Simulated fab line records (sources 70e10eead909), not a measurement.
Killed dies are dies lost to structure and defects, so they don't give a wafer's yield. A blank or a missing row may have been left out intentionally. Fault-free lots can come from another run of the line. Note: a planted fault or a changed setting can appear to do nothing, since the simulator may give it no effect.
The tool behind it: which one? ; flow nand harc ; 14 lots with 42 wafers sampled at 4 steps, on a route of 1302 steps

== WHAT EACH GAUGE READ, for each wafer ==
NHARC_A_SOURCE_PLATE_THK_MEAS_06: measures by ellipsometry. Usual: thk nm reads 200.0 nm (standard deviation 2.1).
lot;measured;on;thk nm (nm);flag
L419;day 7 12:43;film metro-01;199.3 197.5 197.0;
L420;day 8 07:08;film metro-02;199.1 198.1 197.9;
L421;day 8 07:08;film metro-01;203.3 203.5 205.7;
L422;day 8 23:18;film metro-01;204.8 202.3 204.7;
L423;day 9 04:42;film metro-01;197.6 197.4 196.8;
L425;day 10 02:41;film metro-01;197.0 199.2 198.9;
L426;day 10 14:32;film metro-01;200.3 199.7 203.3;
L427;day 11 00:14;film metro-01;198.6 200.4 202.4;
L428;day 11 05:24;film metro-01;202.9 200.4 201.0;
L429;day 11 21:39;film metro-01;199.0 199.2 201.5;
L433;day 13 15:35;film metro-01;199.1 198.8 198.6;
L434;day 14 15:03;film metro-01;200.9 201.0 201.9;
L440;day 16 18:46;film metro-01;201.1 198.9 200.5;
L442;day 17 03:24;film metro-01;197.4 200.1 202.0;

NHARC_A_ONON_D1_THK_MEAS_08: measures by ellipsometry. Usual: thk nm reads 1003 nm (standard deviation 11).
lot;measured;on;thk nm (nm);flag
L419;day 7 14:29;film metro-02;1009 1009 1008;
L420;day 8 08:55;film metro-02;983 981 982;
L421;day 8 08:55;film metro-01;1009 1009 1012;
L422;day 9 01:04;film metro-02;1006 1008 1006;
L423;day 9 06:32;film metro-02;1007 1007 1007;
L425;day 10 04:29;film metro-01;1002 1001 1002;
L426;day 10 16:20;film metro-01;1000 998 997;
L427;day 11 02:02;film metro-02;1008 1011 1010;
L428;day 11 07:11;film metro-02;1005 1008 1006;
L429;day 11 23:27;film metro-01;1030 1031 1028;
L433;day 13 17:26;film metro-01;979 980 982;
L434;day 14 16:50;film metro-02;994 993 993;
L440;day 16 20:38;film metro-01;984 983 983;
L442;day 17 05:10;film metro-02;996 995 996;

NHARC_A_ONON_D1_THK_MEAS_30: measures by ellipsometry. Usual: thk nm reads 1003 nm (standard deviation 12).
lot;measured;on;thk nm (nm);flag
L419;day 8 01:42;film metro-01;1000 1001 1002;
L420;day 8 20:27;film metro-02;997 996 999;
L421;day 8 20:27;film metro-01;1011 1014 1014;
L422;day 9 12:35;film metro-01;1001 1001 1002;
L423;day 9 21:10;film metro-02;1020 1019 1018;
L425;day 10 15:40;film metro-02;996 995 996;
L426;day 11 03:41;film metro-01;1029 1030 1028;
L427;day 11 14:09;film metro-01;986 986 986;
L428;day 11 18:23;film metro-02;986 984 985;
L429;day 12 10:37;film metro-01;1014 1012 1013;
L433;day 14 11:56;film metro-02;1063 1062 1062;OFF
L434;day 15 05:32;film metro-02;1073 1071 1072;OFF
L440;day 17 07:42;film metro-01;1011 1011 1012;
L442;day 17 16:56;film metro-02;986 985 985;

== TOOL THAT RAN EACH LOT (tool first, then ch and the chambers of the sampled wafers, then the start) ==
lot;NHARC_A_ONON_D1_DEP_28
L419;pecvd onon-04 ch 0, day 8 01:11
L420;pecvd onon-04 ch 0, day 8 19:56
L421;pecvd onon-01 ch 0, day 8 20:04
L422;pecvd onon-01 ch 0, day 9 12:04
L423;pecvd onon-01 ch 0, day 9 20:43
L425;pecvd onon-01 ch 0, day 10 15:13
L426;pecvd onon-01 ch 0, day 11 03:10
L427;pecvd onon-02 ch 0, day 11 13:38
L428;pecvd onon-01 ch 0, day 11 17:53
L429;pecvd onon-02 ch 0, day 12 10:10
L433;pecvd onon-01 ch 0, day 14 11:25
L434;pecvd onon-01 ch 0, day 15 05:02
L440;pecvd onon-04 ch 0, day 17 07:11
L442;pecvd onon-04 ch 0, day 17 16:28
- NHARC_A_ONON_D1_DEP_28: target thk 1000 nm.

== WHAT THE TOOLS THEMSELVES READ (means of the sampled wafers that have a number; where no wafer has one, the mark that the record gives instead) ==
NHARC_A_ONON_D1_DEP_28. Usual: n2 flow sccm 2749 sccm, standard deviation 8.5; sih4 flow sccm 210.1 sccm, standard deviation 0.68.
lot;tool;n2 flow sccm (sccm);sih4 flow sccm (sccm);flag
L419;pecvd onon-04;2751;209.3;
L420;pecvd onon-04;2750;210.2;
L421;pecvd onon-01;2760;210.2;
L422;pecvd onon-01;2747;210.3;
L423;pecvd onon-01;2748;210.5;
L425;pecvd onon-01;2736;210.9;
L426;pecvd onon-01;2747;210.1;
L427;pecvd onon-02;2736;211.5;
L428;pecvd onon-01;2756;209.5;
L429;pecvd onon-02;2740;209.5;
L433;pecvd onon-01;2749;210.6;
L434;pecvd onon-01;2759;211.0;
L440;pecvd onon-04;2751;209.4;
L442;pecvd onon-04;2748;210.8;

== THE ANSWER, worked out from the rows above alone ==
Rule: take the mean of a lot's wafers that have a number; if it is more than 3 standard deviations from the usual mean, the lot is off. Also off: a lot with no number at a reading for which 4 or more lots have one. The other lots that the step has rows for count as sound. First the gauges in route order, then the tools' own readings, where a lot's mean is used as printed above. At the first step where some lot is off, the reading lying furthest off is the one used; lots without a number count as furthest.
Off: L433, L434 (NHARC_A_ONON_D1_THK_MEAS_30, thk nm).
If a tool, at a process step before that reading, ran all the lots that are off and no sound lot after the first of them, it fits. The gauges at NHARC_A_ONON_D1_THK_MEAS_30 are tried like those tools. One fits: NHARC_A_ONON_D1_DEP_28 on pecvd onon-01. A fault onset in the window from L428 (day 11 17:53, its last sound lot) to L433 (day 14 11:25, its first lot off) fits.

== WHAT WAS PUT IN BY THE SIMULATOR ==
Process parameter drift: pecvd onon-01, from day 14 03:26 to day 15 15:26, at NHARC_A_ONON_D1_DEP_28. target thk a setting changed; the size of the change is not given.
Shown lots that were struck: L433, L434. This agrees with what the rule above found.
